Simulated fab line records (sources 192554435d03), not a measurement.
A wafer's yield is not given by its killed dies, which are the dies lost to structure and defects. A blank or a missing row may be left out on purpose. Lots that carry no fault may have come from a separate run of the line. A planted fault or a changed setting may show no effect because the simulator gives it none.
Split-lot experiment | flow n5 finfet | 21 wafers read from 7 lots, route of 1938 steps

THE SPLIT
At N5_BEOL_M14_EXPOSE_25 (exposes mask M14, target cd 280 nm), the setting dose mj was moved away from the recipe's 26.6 on 8 of the 21 wafers read, by -5.9% to +7.0%. The other wafers ran this setting at the recipe's value.

FROM THE SPLIT TO THE READING: what the file shows between them, 3 steps
- N5_BEOL_M14_PEB_26: peb time 90 s
- N5_BEOL_M14_DEVELOP_27: develop time 45 s
- N5_BEOL_M14_HARDBAKE_32: time 120 s

THE READING
cd nm (nm) at N5_BEOL_M14_CD_MEAS_28, where the cd target is 284.4 nm. Fault-free wafers of this fab line usually give 282.1 nm, standard deviation 2 nm.

wafer  | tool, chamber at the split | dose mj as run | against the recipe | cd nm, nm | against lot-mates on the recipe
L083.1 | krf scanner-01, 0          | 26.1           | -1.9%              | 278.3     | -3.5
L083.3 | krf scanner-01, 0          | 26.6           | recipe             | 281.8     | -
L083.4 | krf scanner-01, 0          | 26.1           | -1.9%              | 275.5     | -6.3
L082.1 | krf scanner-02, 0          | 26.6           | recipe             | 282.7     | -
L082.4 | krf scanner-02, 0          | 26.6           | recipe             | 282.2     | -
L082.5 | krf scanner-02, 0          | 26.6           | recipe             | 283.3     | -
L084.1 | krf scanner-02, 0          | 26.6           | recipe             | 280.3     | -
L084.2 | krf scanner-02, 0          | 26.6           | recipe             | 280.9     | -
L084.6 | krf scanner-02, 0          | 25.03          | -5.9%              | 273.6     | -7.0
L085.1 | krf scanner-02, 0          | 26.6           | recipe             | 276.6     | -
L085.2 | krf scanner-02, 0          | 26.6           | recipe             | 282.6     | -
L085.4 | krf scanner-02, 0          | 26.04          | -2.1%              | 274.8     | -4.8
L087.1 | krf scanner-01, 0          | 28.18          | +5.9%              | 292.1     | +12.4
L087.2 | krf scanner-01, 0          | 26.6           | recipe             | 279.7     | -
L087.5 | krf scanner-01, 0          | 28.18          | +5.9%              | 289.9     | +10.2
L095.1 | krf scanner-02, 0          | 26.6           | recipe             | 283.3     | -
L095.3 | krf scanner-02, 0          | 26.6           | recipe             | 280.2     | -
L095.6 | krf scanner-02, 0          | 26.6           | recipe             | 279.8     | -
L097.1 | krf scanner-01, 0          | 28.46          | +7.0%              | 294.2     | +11.7
L097.2 | krf scanner-01, 0          | 26.6           | recipe             | 282.5     | -
L097.4 | krf scanner-01, 0          | 28.46          | +7.0%              | 293.9     | +11.4

FIT RESULTS
A straight line over all 21 wafers: cd nm changes by +1.73 nm for each +1% of dose mj; r = +0.95; the points scatter about the line by 1.9 nm.
The same after taking each lot's own level away (the mean of its wafers on the recipe; 21 wafers): +1.7 nm for each +1%; r = +0.96; scatter 1.7 nm.
Per that fit: largest dose mj move, reading shift of 12 nm.
From 279.60 to 282.73 nm: that is the span of the lots' own levels, equal to 1.6 times the standard deviation above.
So the lot-to-lot level changes the slope little: the two slopes agree.
Check: with one of the wafers moved furthest among these (+7.0%) left out of the fit, the line predicts +12 nm for it against its lot-mates. Against them it came out at +11.7 nm.

THE WHOLE CHAIN: every reading that the file lists as answering this split, in the file's order
step                   | what it does             | reading                                                         | change (the file's fit)              | r (the file's)
N5_BEOL_M14_CD_MEAS_28 | target cd 284.4 nm       | cd nm                                                           | +1.65 nm for each +1% of the setting | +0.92
N5_BEOL_M14_DESCUM_33  | chemistry O2, time 7.9 s | BEOL_M14.cd nm (the simulator's own value, which no gauge read) | +1.73 nm for each +1% of the setting | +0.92

FILE'S OWN FIT
cd nm changes by +1.65 nm for each +1% of dose mj, r = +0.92.
